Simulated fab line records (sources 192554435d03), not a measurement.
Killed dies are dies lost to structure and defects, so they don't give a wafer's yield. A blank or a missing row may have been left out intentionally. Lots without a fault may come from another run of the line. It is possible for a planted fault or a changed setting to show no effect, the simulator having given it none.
fab line records ; flow n5-finfet
record lots=7; wafers=39
route steps=1938 shown BEOL_M6@1251 BEOL_M9@1417 BEOL_M11@1590 BEOL_M14@1762 TV_OPEN@1890 PASSIVATION@1929
start-h: hours from the record's first day to the start of the lot's first wafer shown ; wait-h: hours elapsed since this lot's preceding step ; " identical to the entry in the row above ; L1.1+2: a single row standing in for several wafers ; - no value, or no start was given ; * or withheld: withheld ; < > ~ a bound
route shown NAME@n: a module of which the file shows steps, and the number in the route of the first ; usual: mean/standard deviation taken from wafers without a fault ; same: alike in all rows ; chamber/n: place in a boat ; sites: the reading at each site ; _std_site: how widely they spread, as a standard deviation ; _edge_site: outer sites' mean less inner sites' ; radius-mm: for every site, how far away it sits from the centre of the wafer ; mask NAME#n: copy n ; behind: the most recent tool/chamber to have shaped the wafer ; hold: the reason the lot was held/the length of the hold in hours/how it ended ; device: the n, p or np transistor that did not switch ; end of line: tests of these same wafers at the route's end ; for a step that has no rows: nothing shown but its recipe ; killed: the dies lost at the first sort to structure and to defects; this is not the yield of the wafer ; map: a wafer's dies, x killed, . not, _ none there
set.NAME: setting as actually run; set.NAME@STEP: the setting as run at that earlier step ; model.NAME: the simulator's own value behind a step, which no gauge read
lots with deliberately changed settings; one table per step, one row per wafer
## steps
# step N5_BEOL_M6_ALD_77
# recipe material=TaN; target-thk-a=20; temp-c=275; ald-precursor-family=PDMAT; ald-co-reactant=NH3; pressure-torr=3; carrier-flow-sccm=1500; pulse-time-s=2; purge-time-s=3; co-reactant-purge-time-s=2; co-reactant-pulse-time-s=3; ald-cycles=40; precursor-vessel-temp-c=75; precursor-vessel-pressure-torr=26.25; precursor-vessel-carrier-sccm=1000
lot.wafer;tool;chamber;start-h;wait-h;set.ald-cycles;model.TaN_of_BEOL_M6_ALD_77.thk-nm
L079.1+2+3+4+5+6;ald-metal-04;1,3,0,2,3,2;230.28;0.0;40;2
L078.1+2+3;ald-metal-01;2,0,3;265.81;0.3;40;2
L078.4+5+6;ald-metal-01;1,0,1;265.81;0.3;63;3.2
L083.1+2+5;ald-metal-04;2,3,2;268.59;0.0;40;2
L083.3+4+6;ald-metal-04;1,0,3;268.59;0.0;52;2.6
L085.1+2+6;ald-metal-03;3,0,0;271.78;0.2;58;3
L085.3+4+5;ald-metal-03;2,1,1;271.78;0.2;40;2
L088.1+3+5;ald-metal-03;2,1,0;300.35;0.0;40;2
L088.2+4+6;ald-metal-03;0,3,3;300.35;0.0;21;1
L092.1+2+4;ald-metal-03;2,1,3;319.68;0.1;56;2.8
L092.3+5+6;ald-metal-03;0,1,2;319.68;0.1;40;2
L096.2+4+6;ald-metal-04;2,3,2;343.87;0.0;40;2
# step N5_BEOL_M9_DESCUM_16
# recipe chemistry=O2; time-s=7.9; source-power-w=50; bias-power-w=20; pressure-mtorr=20; rf-frequency-hz=2.712e+07; temp-c=40; resist=CAR-ArF; o2-flow-sccm=225
lot.wafer;tool;chamber;start-h;wait-h;set.time-s;model.CAR-ArF_of_BEOL_M9_COAT_05.thk-nm
L079.1+3+4+5+6;rie-diel-05;3,2,1,1,0;251.62;0.5;7.9;83.8
L079.2;rie-diel-05;0;251.62;0.5;7.9;84
L078.1+4+5;rie-diel-05;3,0,1;289.72;0.0;7.9;83.6
L078.2+6;rie-diel-05;2;289.72;0.0;7.9;83.2
L078.3;rie-diel-05;1;289.72;0.0;7.9;83.4
L083.1;rie-diel-02;1;292.99;0.1;7.9;83
L083.2+3+5;rie-diel-02;3,2,0;292.99;0.1;10.23;81.8
L083.4+6;rie-diel-02;0,1;292.99;0.1;7.9;83.4
L085.1+2+5+6;rie-diel-05;3,2,3,0;296.71;0.2;7.9;83.4
L085.3;rie-diel-05;1;296.71;0.2;7.9;83
L085.4;rie-diel-05;0;296.71;0.2;7.9;83.2
L088.1+6;rie-diel-02;0,3;321.59;0.0;7.9;83.4
L088.2+5;rie-diel-02;2;321.59;0.0;7.9;83.6
L088.3+4;rie-diel-02;1,3;321.59;0.0;7.9;83.2
L092.1;rie-diel-02;1;341.47;0.1;7.9;83.2
L092.2;rie-diel-02;0;341.47;0.1;12.51;80.6
L092.3;rie-diel-02;2;341.47;0.1;12.51;80.2
L092.4+6;rie-diel-02;3;341.47;0.1;7.9;83.4
L092.5;rie-diel-02;0;341.47;0.1;12.51;80.8
L096.2+6;rie-diel-02;3;370.72;0.3;7.9;83
L096.4;rie-diel-02;1;370.72;0.3;7.9;83.2
# step N5_BEOL_M9_ETCH_61
# recipe chemistry=CF4; target=SiARC; target-depth-a=390; mask-material=CAR-ArF; time-s=65; ion-energy-ev=80; pressure-mtorr=40; source-w=545; bias-w=36; Ar_flow_sccm=100; cf4-flow-sccm=100; ends=cleared
lot.wafer;tool;chamber;start-h;wait-h;set.time-s@BEOL_M9_DESCUM_16;model.CAR-ArF_of_BEOL_M9_COAT_05.thk-nm
L079.1+3+4+6;rie-diel-05;3,2,1,0;251.66;0.0;7.9;55.8
L079.2;rie-diel-05;0;251.66;0.0;7.9;56
L079.5;rie-diel-05;1;251.66;0.0;7.9;55.6
L078.1+4+5;rie-diel-05;3,0,1;289.75;0.0;7.9;55.6
L078.2+3;rie-diel-05;2,1;289.75;0.0;7.9;55.4
L078.6;rie-diel-05;2;289.75;0.0;7.9;55.2
L083.1+4;rie-diel-02;1,0;293.02;0.0;7.9;55.2
L083.2+3;rie-diel-02;3,2;293.02;0.0;10.23;53.8
L083.5;rie-diel-02;0;293.02;0.0;10.23;54
L083.6;rie-diel-02;1;293.02;0.0;7.9;55.4
L085.1+2+5;rie-diel-05;3,2,3;296.74;0.0;7.9;55.4
L085.3+4;rie-diel-05;1,0;296.74;0.0;7.9;55.2
L085.6;rie-diel-05;0;296.74;0.0;7.9;55.6
L088.1+5+6;rie-diel-02;0,2,3;321.63;0.0;7.9;55.4
L088.2;rie-diel-02;2;321.63;0.0;7.9;55.6
L088.3;rie-diel-02;1;321.63;0.0;7.9;55.2
L088.4;rie-diel-02;3;321.63;0.0;7.9;55
L092.1+4;rie-diel-02;1,3;341.51;0.0;7.9;55.2
L092.2+5;rie-diel-02;0;341.51;0.0;12.51;52.6
L092.3;rie-diel-02;2;341.51;0.0;12.51;52
L092.6;rie-diel-02;3;341.51;0.0;7.9;55.4
L096.2;rie-diel-02;3;370.75;0.0;7.9;55.2
L096.4;rie-diel-02;1;370.75;0.0;7.9;55.4
L096.6;rie-diel-02;3;370.75;0.0;7.9;55
# step N5_BEOL_M11_ALD_74
# recipe material=TaN; target-thk-a=20; temp-c=275; ald-precursor-family=PDMAT; ald-co-reactant=NH3; pressure-torr=3; carrier-flow-sccm=1500; pulse-time-s=2; purge-time-s=3; co-reactant-purge-time-s=2; co-reactant-pulse-time-s=3; ald-cycles=40; precursor-vessel-temp-c=75; precursor-vessel-pressure-torr=26.25; precursor-vessel-carrier-sccm=1000
lot.wafer;tool;chamber;start-h;wait-h;set.ald-cycles;model.TaN_of_BEOL_M11_ALD_74.thk-nm
L079.1+3+4;ald-metal-03;1,3,2;272.14;0.1;40;2
L079.2;ald-metal-03;0;272.14;0.1;18;0.8
L079.5+6;ald-metal-03;2,1;272.14;0.1;18;1
L078.1+3+5;ald-metal-02;3,2,2;309.85;0.0;40;2
L078.2+4+6;ald-metal-02;0,1,1;309.85;0.0;57;2.8
L083.1+2+3+4+5+6;ald-metal-02;0,2,1,3,1,2;317.67;0.0;40;2
L085.1+2+3+4+5+6;ald-metal-02;3,0,1,2,2,1;318.58;0.3;40;2
L088.1+2+3+4+5+6;ald-metal-03;0,2,1,3,3,0;342.76;0.1;40;2
L092.1+2+6;ald-metal-03;1,0,3;360.64;0.0;40;2
L092.3+4+5;ald-metal-03;2,3,2;360.64;0.0;19;1
L096.2+4+6;ald-metal-03;3,1,2;390.58;0.1;40;2
# step N5_BEOL_M14_SPUTTER_43
# recipe material=TaN; target-thk-a=150; temp-c=50; bias-v=168.6; power-w=15000; chamber-pressure-pa=0.12; time-s=24.19
lot.wafer;tool;chamber;start-h;wait-h;set.target-thk-a;model.TaN_of_BEOL_M14_SPUTTER_43.thk-nm
L079.1+2;pvd-sputter-01;-;296.55;0.0;89.03;9
L079.3;pvd-sputter-01;-;296.55;0.0;89.03;9.2
L079.4+6;pvd-sputter-01;-;296.55;0.0;150;15
L079.5;pvd-sputter-01;-;296.55;0.0;150;15.2
L078.1;pvd-sputter-01;-;326.85;0.0;185.8;18.4
L078.2;pvd-sputter-01;-;326.85;0.0;185.8;18.6
L078.3+4;pvd-sputter-01;-;326.85;0.0;150;15
L078.5;pvd-sputter-01;-;326.85;0.0;185.8;18.8
L078.6;pvd-sputter-01;-;326.85;0.0;150;15.2
L083.1;pvd-sputter-02;-;340.09;0.0;150;14.8
L083.2;pvd-sputter-02;-;340.09;0.0;176.1;17.4
L083.3+4;pvd-sputter-02;-;340.09;0.0;150;15
L083.5;pvd-sputter-02;-;340.09;0.0;176.1;17.6
L083.6;pvd-sputter-02;-;340.09;0.0;176.1;17.2
L085.1+2+3;pvd-sputter-01;-;344.62;0.0;150;14.8
L085.4+5+6;pvd-sputter-01;-;344.62;0.0;67.31;6.6
L088.1+2;pvd-sputter-02;-;363.97;0.0;150;15
L088.3;pvd-sputter-02;-;363.97;0.0;150;14.8
L088.4+5+6;pvd-sputter-02;-;363.97;0.0;238.9;23.6
L092.1+3+6;pvd-sputter-02;-;383.41;0.0;92.57;9.4
L092.2+4+5;pvd-sputter-02;-;383.41;0.0;150;14.8
L096.2+6;pvd-sputter-01;-;410.06;0.0;150;15
L096.4;pvd-sputter-01;-;410.06;0.0;150;14.8
# step N5_BEOL_M14_SPUTTER_44
# recipe material=Ta; target-thk-a=150; temp-c=50; bias-v=80; power-w=15000; chamber-pressure-pa=0.07; time-s=24.19
# step N5_BEOL_M14_SPUTTER_45
# recipe material=Cu; target-thk-a=1000; temp-c=-20; bias-v=60; power-w=26000; chamber-pressure-pa=0.13; time-s=16.67
# step N5_BEOL_M14_ECD_47
# recipe material=Cu; target-thk-a=12480
# step N5_BEOL_M14_ANNEAL_48
# recipe temp-c=225; time-s=90; ambient=N2
# step N5_BEOL_M14_CMP_49
# recipe stop-on=SiO2; t-overpolish-s=5.2; down-force-psi=2; platen-rpm=80; clearing-platen-down-force-psi=2; clearing-platen-rpm=80; post-cmp-clean=cu-alkaline; target-thk-nm=560; clearing-platen-pad-velocity-m-s=1.5917; pad-velocity-m-s=1.5917
# usual barrier-field-endpoint-s=11.27/0.25
lot.wafer;tool;chamber;start-h;wait-h;set.target-thk-a@BEOL_M14_SPUTTER_43;barrier-field-endpoint-s
L079.4;cmp-01;2;297.32;0.1;150;10.97
L079.3;cmp-01;3;297.32;0.1;89.03;8.91
L079.2;cmp-01;0;297.32;0.1;89.03;8.75
L079.1;cmp-01;1;297.32;0.1;89.03;8.80
L079.5;cmp-01;2;297.32;0.1;150;11.23
L079.6;cmp-01;3;297.32;0.1;150;10.63
L078.1;cmp-01;2;327.78;0.3;185.8;12.16
L078.2;cmp-01;3;327.78;0.3;185.8;12.27
L078.4;cmp-01;0;327.78;0.3;150;11.24
L078.3;cmp-01;1;327.78;0.3;150;11.02
L078.5;cmp-01;2;327.78;0.3;185.8;12.80
L078.6;cmp-01;3;327.78;0.3;150;11.18
L083.4;cmp-02;2;341.46;0.1;150;11.44
L083.3;cmp-02;3;341.46;0.1;150;11.19
L083.1;cmp-02;0;341.46;0.1;150;11.45
L083.2;cmp-02;1;341.46;0.1;176.1;12.20
L083.5;cmp-02;2;341.46;0.1;176.1;12.50
L083.6;cmp-02;3;341.46;0.1;176.1;12.08
L085.1;cmp-04;3;345.40;0.3;150;11.49
L085.4;cmp-04;0;345.40;0.3;67.31;8.32
L085.2;cmp-04;1;345.40;0.3;150;11.58
L085.3;cmp-04;2;345.40;0.3;150;11.80
L085.6;cmp-04;3;345.40;0.3;67.31;8.45
L085.5;cmp-04;0;345.40;0.3;67.31;8.06
L088.2;cmp-01;2;364.73;0.2;150;11.44
L088.1;cmp-01;3;364.73;0.2;150;10.94
L088.4;cmp-01;0;364.73;0.2;238.9;14.56
L088.3;cmp-01;1;364.73;0.2;150;11.11
L088.6;cmp-01;2;364.73;0.2;238.9;14.24
L088.5;cmp-01;3;364.73;0.2;238.9;14.01
L092.3;cmp-01;2;384.27;0.3;92.57;9.29
L092.4;cmp-01;3;384.27;0.3;150;10.96
L092.1;cmp-01;0;384.27;0.3;92.57;9.50
L092.2;cmp-01;1;384.27;0.3;150;11.47
L092.5;cmp-01;2;384.27;0.3;150;11.37
L092.6;cmp-01;3;384.27;0.3;92.57;9.09
L096.2;cmp-01;3;410.94;0.2;150;11.41
L096.4;cmp-01;1;410.94;0.2;150;11.36
L096.6;cmp-01;2;410.94;0.2;150;11.48
# step N5_PASSIVATION_ETCH_15
# recipe chemistry=CF4/N2; target=SiCN; target-depth-a=750; taper-deg=2; time-s=81.2; ion-energy-ev=150; mask-material=SiNx; pressure-mtorr=40; source-w=430; bias-w=70; Ar_flow_sccm=100; cf4-flow-sccm=60; n2-flow-sccm=60
lot.wafer;tool;chamber;start-h;wait-h;set.target-depth-a;model.etch.depth-nm
L079.1;rie-diel-02;3;-;-;420.7;37.08
L079.2;rie-diel-02;0;-;-;750;62.47
L079.3;rie-diel-02;2;-;-;750;64.55
L079.4;rie-diel-02;2;-;-;420.7;36.08
L079.5;rie-diel-02;3;-;-;420.7;36.74
L079.6;rie-diel-02;0;-;-;750;62.53
L078.1;rie-diel-04;0;-;-;570.8;45.56
L078.2;rie-diel-04;1;-;-;750;62.33
L078.3;rie-diel-04;3;-;-;570.8;50.42
L078.4;rie-diel-04;2;-;-;570.8;50.15
L078.5;rie-diel-04;3;-;-;750;65.73
L078.6;rie-diel-04;2;-;-;750;65.56
L083.1;rie-diel-04;1;-;-;750;62.16
L083.2;rie-diel-04;0;-;-;1004;79.35
L083.3;rie-diel-04;2;-;-;750;64.47
L083.4;rie-diel-04;3;-;-;1004;87.97
L083.5;rie-diel-04;2;-;-;750;65.08
L083.6;rie-diel-04;3;-;-;1004;88.15
L085.1;rie-diel-04;0;-;-;750;60.19
L085.2;rie-diel-04;2;-;-;987.6;86.45
L085.3;rie-diel-04;3;-;-;987.6;86.87
L085.4;rie-diel-04;1;-;-;750;62.43
L085.5;rie-diel-04;0;-;-;750;59.67
L085.6;rie-diel-04;3;-;-;987.6;86.54
L088.1;rie-diel-02;2;-;-;496.1;42.96
L088.2;rie-diel-02;1;-;-;496.1;41.94
L088.3;rie-diel-02;2;-;-;750;64.83
L088.4;rie-diel-02;1;-;-;750;63.04
L088.5;rie-diel-02;2;-;-;750;65.22
L088.6;rie-diel-02;1;-;-;496.1;41.86
L092.1;rie-diel-05;1;-;-;1074;93.24
L092.2;rie-diel-05;0;-;-;1074;90.71
L092.3;rie-diel-05;2;-;-;1074;92.41
L092.4;rie-diel-05;3;-;-;750;64.16
L092.5;rie-diel-05;0;-;-;750;63.34
L092.6;rie-diel-05;1;-;-;750;65.42
L096.2;rie-diel-02;3;-;-;750;65.18
L096.4;rie-diel-02;0;-;-;750;63.63
L096.6;rie-diel-02;0;-;-;750;63.49
# step N5_PASSIVATION_PASS_ETCH_47
# recipe chemistry=CF4/O2; target=SiNx; target-depth-a=7700; time-s=385; ion-energy-ev=100; pressure-mtorr=40; source-w=535; bias-w=49; Ar_flow_sccm=100; cf4-flow-sccm=100; O2_flow_sccm=10
lot.wafer;tool;chamber;start-h;wait-h;set.time-s;model.etch.depth-nm
L079.1;rie-diel-03;3;317.54;0.0;385;763.7
L079.2;rie-diel-03;1;317.54;0.0;500;1011
L079.3;rie-diel-03;0;317.54;0.0;500;991.6
L079.4;rie-diel-03;2;317.54;0.0;500;972.4
L079.5;rie-diel-03;3;317.54;0.0;385;757.1
L079.6;rie-diel-03;0;317.54;0.0;385;762.6
L078.1;rie-diel-06;1;350.77;0.0;385;790.2
L078.2;rie-diel-06;2;350.77;0.0;385;791.8
L078.3;rie-diel-06;3;350.77;0.0;385;792.9
L078.4;rie-diel-06;0;350.77;0.0;385;775.9
L078.5;rie-diel-06;1;350.77;0.0;385;788.2
L078.6;rie-diel-06;0;350.77;0.0;385;773.6
L083.1;rie-diel-06;2;359.58;0.0;385;792.3
L083.2;rie-diel-06;1;359.58;0.0;249.3;509.7
L083.3;rie-diel-06;0;359.58;0.0;249.3;502.7
L083.4;rie-diel-06;3;359.58;0.0;249.3;509.2
L083.5;rie-diel-06;2;359.58;0.0;385;793.1
L083.6;rie-diel-06;1;359.58;0.0;385;794.4
L085.1;rie-diel-03;2;364.11;0.0;385;745.5
L085.2;rie-diel-03;1;364.11;0.0;385;777.8
L085.3;rie-diel-03;3;364.11;0.0;182.5;359.4
L085.4;rie-diel-03;2;364.11;0.0;182.5;354.5
L085.5;rie-diel-03;1;364.11;0.0;385;778.7
L085.6;rie-diel-03;3;364.11;0.0;182.5;358.6
L088.1;rie-diel-01;2;390.04;0.0;385;731.8
L088.2;rie-diel-01;1;390.04;0.0;385;753.8
L088.3;rie-diel-01;3;390.04;0.0;385;775.6
L088.4;rie-diel-01;0;390.04;0.0;385;800
L088.5;rie-diel-01;1;390.04;0.0;385;753.4
L088.6;rie-diel-01;0;390.04;0.0;385;798.5
L092.1;rie-diel-06;1;405.27;0.0;464.1;946.3
L092.2;rie-diel-06;2;405.27;0.0;385;773.9
L092.3;rie-diel-06;0;405.27;0.0;385;770.7
L092.4;rie-diel-06;3;405.27;0.0;464.1;942.4
L092.5;rie-diel-06;2;405.27;0.0;464.1;940.6
L092.6;rie-diel-06;3;405.27;0.0;385;782.2
L096.2;rie-diel-01;2;433.52;0.0;385;732
L096.4;rie-diel-01;3;433.52;0.0;385;784.9
L096.6;rie-diel-01;3;433.52;0.0;385;775.5
## key
split step=N5_BEOL_M6_ALD_77; setting=ald-cycles; stated=40; by=wafer
response step=N5_BEOL_M6_ALD_77; reading=model.TaN_of_BEOL_M6_ALD_77.thk-nm; change=+0.021; per=1%; r=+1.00
split step=N5_BEOL_M9_DESCUM_16; setting=time-s; stated=7.9; by=wafer
response step=N5_BEOL_M9_DESCUM_16; reading=model.CAR-ArF_of_BEOL_M9_COAT_05.thk-nm; change=-0.0483; per=1%; r=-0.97
response step=N5_BEOL_M9_ETCH_61; reading=model.CAR-ArF_of_BEOL_M9_COAT_05.thk-nm; change=-0.0488; per=1%; r=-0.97
split step=N5_BEOL_M11_ALD_74; setting=ald-cycles; stated=40; by=wafer
response step=N5_BEOL_M11_ALD_74; reading=model.TaN_of_BEOL_M11_ALD_74.thk-nm; change=+0.0191; per=1%; r=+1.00
split step=N5_BEOL_M14_SPUTTER_43; setting=target-thk-a; stated=150; by=wafer
response step=N5_BEOL_M14_SPUTTER_43; reading=model.TaN_of_BEOL_M14_SPUTTER_43.thk-nm; change=+0.146; per=1%; r=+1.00
response step=N5_BEOL_M14_CMP_49; reading=barrier-field-endpoint-s; change=+0.0547; per=1%; r=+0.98
split step=N5_PASSIVATION_ETCH_15; setting=target-depth-a; stated=750; by=wafer
response step=N5_PASSIVATION_ETCH_15; reading=model.etch.depth-nm; change=+0.657; per=1%; r=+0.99
split step=N5_PASSIVATION_PASS_ETCH_47; setting=time-s; stated=385; by=wafer
response step=N5_PASSIVATION_PASS_ETCH_47; reading=model.etch.depth-nm; change=+7.88; per=1%; r=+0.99
